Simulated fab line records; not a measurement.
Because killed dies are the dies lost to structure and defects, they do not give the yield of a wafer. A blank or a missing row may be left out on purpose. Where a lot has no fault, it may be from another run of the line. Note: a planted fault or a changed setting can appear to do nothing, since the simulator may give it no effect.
Chamber matching | flow nandHarc | NHARC_A_STAIRCASE_DEP_301 on pecvd-03: 3 sister chambers
The step deposits SiON, target thk 30 nm. 14 wafers are shown with their chamber, then 7 later ones without.

## WAFERS PAIRED WITH THEIR CHAMBERS
wafer  | chamber | rfFwdPowerW (W) | heaterPowerW (W)
L075.2 | 1       | 348.5           | 792
L075.4 | 2       | 346.9           | 786
L075.5 | 1       | 347.8           | 780
L078.1 | 1       | 347.8           | 837
L078.3 | 0       | 349.2           | 737
L078.4 | 1       | 346.7           | 831
L084.1 | 1       | 347.0           | 748
L084.3 | 0       | 348.3           | 772
L084.4 | 2       | 347.0           | 805
L088.1 | 2       | 345.4           | 665
L088.3 | 1       | 349.3           | 783
L088.6 | 2       | 346.3           | 677
L093.1 | 0       | 349.2           | 703
L093.3 | 1       | 349.7           | 807

SIGNATURES, as means of the wafers listed above
reading      | chamber 0 | chamber 1 | chamber 2 | scatter within a chamber
rfFwdPowerW  | 348.900   | 348.114   | 346.400   | 0.938
heaterPowerW | 737.33    | 796.86    | 733.25    | 46.6
Rule: distance of a wafer from a chamber = root of the sum over the readings of ((wafer's reading minus chamber's mean) / reading's scatter) squared. If the next closest chamber is less than 2 further off than the closest, the wafer can't be placed; otherwise it belongs to the closest. How the scatter is found: for the shown wafers, subtract from each reading the mean of its chamber, square and add these, divide the total by (wafers less chambers), then take the root.

## WAFERS WHOSE CHAMBER IS MISSING
wafer  | rfFwdPowerW (W) | heaterPowerW (W)
L093.5 | 349.0           | 728
L094.1 | 347.2           | 756
L094.3 | 349.0           | 776
L094.6 | 346.6           | 811
L096.2 | 348.7           | 644
L096.4 | 349.4           | 802
L096.5 | 347.8           | 718

## CHAMBER TAKEN BY EACH
wafer  | from the rows above          | in truth
L093.5 | can't be placed: 0 or 1      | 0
L094.1 | can't be placed: 2 or 1 or 0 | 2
L094.3 | can't be placed: 0 or 1      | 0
L094.6 | can't be placed: 1 or 2 or 0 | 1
L096.2 | can't be placed: 0 or 2 or 1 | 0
L096.4 | can't be placed: 1 or 0      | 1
L096.5 | can't be placed: 0 or 2 or 1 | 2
Correctly placed: 0 of 7. From these rows, 7 cannot be placed; in 7 the true chamber is one of the candidates. Wrongly placed: 0.
